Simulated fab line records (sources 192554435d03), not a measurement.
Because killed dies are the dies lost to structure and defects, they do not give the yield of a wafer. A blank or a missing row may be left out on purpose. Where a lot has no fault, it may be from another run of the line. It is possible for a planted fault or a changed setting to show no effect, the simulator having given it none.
A single fault, viewed from 2 desks	flow n5Finfet	each desk has only its own numbers; what lay behind them comes last

DESK OF THE TOOL OWNER: vaporEtch-02
The tool's own readings at N5_STI_FIN_REVEAL_RECESS_09 (chemistry HF/NH3, target SiO2, afs cycles 11, target depth 42.5 nm, sublimation time 60 s): means of the sampled wafers that have a number, for each lot that ran on this tool. Any lot whose mean is over 4 standard deviations away from the usual mean is out of limits and marked OUT; that distance is given in the brackets.
Columns: A = drypumpMotorCurrentA at N5_STI_FIN_REVEAL_RECESS_09, usual 6.2 A; B = sublimationTempC at N5_STI_FIN_REVEAL_RECESS_09, usual 180.00 C
lot	first seen here	A	B
L121	day 3 01:41	6.3	179.89
L123	day 3 11:15	6.3	179.95
L125	day 3 21:38	6.3	179.99
L127	day 4 09:52	6.3	179.75
L129	day 5 02:38	6.2	180.17
L131	day 5 12:54	6.3	180.00
L132	day 5 20:44	6.3	179.96
L133	day 5 23:25	6.2	179.95
This desk's finding: nothing out of limits on any of the 8 lots.

AT THE METROLOGY DESK
Means of the sampled wafers that have a number, per lot and without regard to the tool the lot ran on: this is what the gauges read. Any lot whose mean is over 4 standard deviations away from the usual mean is out of limits and marked OUT; that distance is given in the brackets.
Columns: A = thkNm at N5_STI_FIN_REVEAL_THK_MEAS_05, usual 132.1 nm; B = trenchDepthNm at N5_STI_FIN_REVEAL_FIN_H_MEAS_10, usual 51.8 nm
lot	first seen here	A	B
L121	day 3 01:11	133.2	52.1
L123	day 3 10:46	133.5	51.3
L125	day 3 21:04	131.4	51.6
L127	day 4 09:22	131.3	52.6
L129	day 5 02:09	131.0	50.8
L131	day 5 11:52	131.3	46.6 (-5.8) OUT
L132	day 5 20:15	131.9	46.8 (-5.7) OUT
L133	day 5 22:56	131.9	47.2 (-5.2) OUT
L134	day 6 05:02	132.1	51.5
L137	day 6 21:04	131.4	50.6
L138	day 7 05:09	131.8	51.2
L141	day 7 23:00	133.8	52.1
This desk finds L131, L132, L133 out of limits, L131 being first, at day 5 15:05 (trenchDepthNm at N5_STI_FIN_REVEAL_FIN_H_MEAS_10). L121, L123, L125, L127, L129, L134, L137, L138, L141 stayed within limits.

TAKEN TOGETHER
On L131, L132, L133, the metrology desk was in a position to raise an alarm at day 5 15:05.
The desk of the tool owner found nothing out of limits.
The tool owner's desk has L131, L132, L133 on record, within its limits.
Every lot named ran N5_STI_FIN_REVEAL_RECESS_09 on vaporEtch-02.

WHAT THE SIMULATOR PUT IN
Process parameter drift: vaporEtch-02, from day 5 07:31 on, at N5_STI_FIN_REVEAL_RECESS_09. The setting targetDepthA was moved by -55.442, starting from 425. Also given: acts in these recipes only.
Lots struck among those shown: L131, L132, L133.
Hours from the fault's start to each desk's first reading out of limits: the metrology desk, 8.
